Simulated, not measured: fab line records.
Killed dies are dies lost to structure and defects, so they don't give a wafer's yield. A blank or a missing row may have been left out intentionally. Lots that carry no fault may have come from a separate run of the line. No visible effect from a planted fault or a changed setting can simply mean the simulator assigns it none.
Struck lot and sound lot, side by side / flow nandHarc / 41 steps out of a route of 1159
Sound: wafers L625.2, L625.3, L625.6. Struck: wafer L636.6 (L636.4, L636.5, from the same lot, were not struck and are left out); the cause is given at the end.
For every step that has rows: the tool of each side, followed by ch and its chambers, followed by its first start. Under that, the readings that differ: sound wafers / struck wafers / difference of the means / sigmas: that difference in standard deviations of wafers without a fault.
alike: same words and numbers on both sides, and readings whose means sit less than 2 such deviations apart. not compared: any withheld reading, any reading some wafer has no value for, any bound like >300 that may hide the same value, and any number with overlapping values for which the record gives no deviation.
A row with sigmas, a row that says differs or no value, or rows on one side alone: a step with any of these is where the two part. Non-overlapping numbers with no deviation appear without sigmas and do not part them. Lack of a reading on every wafer of one side parts them only where that side has two or more wafers.

first, 3 steps without rows for these wafers: NHARC_THIN_TSV_DESCUM_14 (chemistry O2, time 3 s); NHARC_THIN_TSV_ETCH_44 (etches the open film in CF4/O2, target depth 1594.2 nm, time 797.1 s); NHARC_THIN_TSV_ETCH_15 (target depth 3000 nm, bosch target overetch cycles 2, bosch etch step 2.8 s).
NHARC_THIN_TSV_CD_MEAS_16:
  sound on cdSem-02 at day 21 06:02; struck on cdSem-01 at day 23 03:48
  alike: cdNm
NHARC_THIN_TSV_STRIP_45: strips in O2.
  sound on plasmaAsher-02 ch 0,1, day 21 06:09; struck on plasmaAsher-02 ch 1, day 23 04:01
  alike: drypumpMotorCurrentA, heaterPowerW
  not compared: rfHoursCounterH
then, 3 steps without rows for these wafers: NHARC_THIN_TSV_STRIP_46 (strips in post etch residue remover, time 1200 s); NHARC_THIN_TSV_DEP_47 (deposits SiO2, target thk 200 nm); NHARC_THIN_TSV_ETCHBACK_48 (etches the open film in C4F8/Ar, target depth 1028.5 nm, time 405.17 s).
NHARC_THIN_TSV_STRIP_62: strips in N2/H2, time 20 s.
  sound on plasmaAsher-02 ch 0,1, day 21 07:53; struck on plasmaAsher-02 ch 0, day 23 05:29
  alike: drypumpMotorCurrentA, heaterPowerW
  not compared: rfHoursCounterH
NHARC_THIN_TSV_DEGAS_49: time 120 s.
  sound on pvdSputter-02 at day 21 08:02; struck on pvdSputter-02 at day 23 05:39
  alike: heaterPowerW
then, 1 step without rows for these wafers: NHARC_THIN_TSV_PRE_CLEAN_50 (time 30 s).
NHARC_THIN_TSV_PVD_19: deposits TaN, target thk 20 nm.
  sound on pvdSputter-02; struck on pvdSputter-02
  alike: throttleValvePct
NHARC_THIN_TSV_PVD_51: deposits Cu, target thk 100 nm.
  sound on pvdSputter-02 at day 21 08:21; struck on pvdSputter-02 at day 23 05:56
  alike: throttleValvePct
then, 16 steps without rows for these wafers: NHARC_THIN_TSV_ECD_20 (material Cu, target thk 2000 nm); NHARC_THIN_TSV_ANNEAL_52 (time 90 s); NHARC_THIN_TSV_CMP_21 (polishes, t overpolish 30 s, target thk 2000 nm); NHARC_THIN_TSV_SRD_23; NHARC_THIN_TSV_DEGAS_53 (time 60 s); NHARC_THIN_TSV_PRE_CLEAN_54 (time 30 s); NHARC_THIN_TSV_PVD_55 (deposits TiN, target thk 50 nm); NHARC_THIN_TSV_PVD_24 (deposits Al, target thk 800 nm); NHARC_THIN_TSV_DEHYDRATE_25 (time 120 s); NHARC_THIN_TSV_HMDS_26 (time 30 s); NHARC_THIN_TSV_COAT_27; NHARC_THIN_TSV_SOFTBAKE_28 (time 95 s); NHARC_THIN_TSV_EBR_29; NHARC_THIN_TSV_EXPOSE_30 (exposes mask PAD); NHARC_THIN_TSV_PEB_31 (peb time 85 s); NHARC_THIN_TSV_DEVELOP_32 (time 70 s).
NHARC_THIN_TSV_CD_MEAS_33 targets a cd of 5000 nm.
  sound on cdSem-01 ch 0, day 21 11:11; struck on cdSem-02 ch 0, day 23 08:56
  alike: cdNm
then, 1 step without rows for these wafers: NHARC_THIN_TSV_HARDBAKE_34 (time 80 s).
NHARC_THIN_TSV_DESCUM_35: chemistry O2, time 3 s.
  sound on rieDiel-10 ch 0,1,3, day 21 11:22; struck on rieDiel-02 ch 1, day 23 09:07
  alike: drypumpMotorCurrentA, oesProductAu, rfVppV, showerheadPlenumPTorr, throttleValvePct
  not compared: rfHoursCounterH
then, 4 steps without rows for these wafers: NHARC_THIN_TSV_ETCH_59 (etches the open film in Cl2/BCl3, target depth 880 nm, time 138.1 s); NHARC_THIN_TSV_ETCH_36 (etches the open film in Cl2/BCl3, target depth 65 nm, time 18.571 s); NHARC_THIN_TSV_STRIP_56 (strips in O2); NHARC_THIN_TSV_STRIP_57 (strips in post etch residue remover, time 1200 s).
NHARC_THIN_TSV_CD_MEAS_37:
  sound on cdSem-01 at day 21 12:55; struck on cdSem-02 at day 23 10:22
  alike: cdNm
then, 1 step without rows for these wafers: NHARC_THIN_TSV_ANNEAL_58 (time 1800 s).
NHARC_THIN_TSV_INSPECT_40:
  sound on defectInspect-02 at day 21 19:02; struck on defectInspect-01 at day 23 13:54
  alike: rawDefectCount
NHARC_END_WLT_00:
  the record has rows for the sound wafers here (prober-01, day 21 19:35) and none for the struck ones
NHARC_END_SORT_01:
  sound on prober-01 ch 0, day 21 22:55; struck on prober-01 ch 0, day 24 07:55
reading=defectLimitedYield (%); sound=96.3 95.7 97.0; struck=0; difference=-96; sigmas=-64
reading=killedAtOther; sound=0 0 0; struck=653; difference=+653; sigmas=+99 or more
reading=killedDies; sound=25 29 20; struck=677; difference=+652; sigmas=+65
reading=sort_bin_2_pct (%); sound=0.7 1.5 1.5; struck=97.2; difference=+96.0; sigmas=+99 or more
reading=sortNPass; sound=652 648 657; struck=0; difference=-652; sigmas=-65
reading=sortRimYieldPct (%); sound=95 95 94; struck=0; difference=-95; sigmas=-30
reading=sortYieldPct (%); sound=96.3 95.7 97.0; struck=0; difference=-96; sigmas=-64
  alike: killedAtArray, killedAtPeriphery, killedOpen, killedShort, sort_bin_3_pct, sort_bin_4_pct

WHERE THEY PART
Last at NHARC_END_SORT_01 as far as this record goes, first at NHARC_END_WLT_00.

WHY: the cause the simulator had injected
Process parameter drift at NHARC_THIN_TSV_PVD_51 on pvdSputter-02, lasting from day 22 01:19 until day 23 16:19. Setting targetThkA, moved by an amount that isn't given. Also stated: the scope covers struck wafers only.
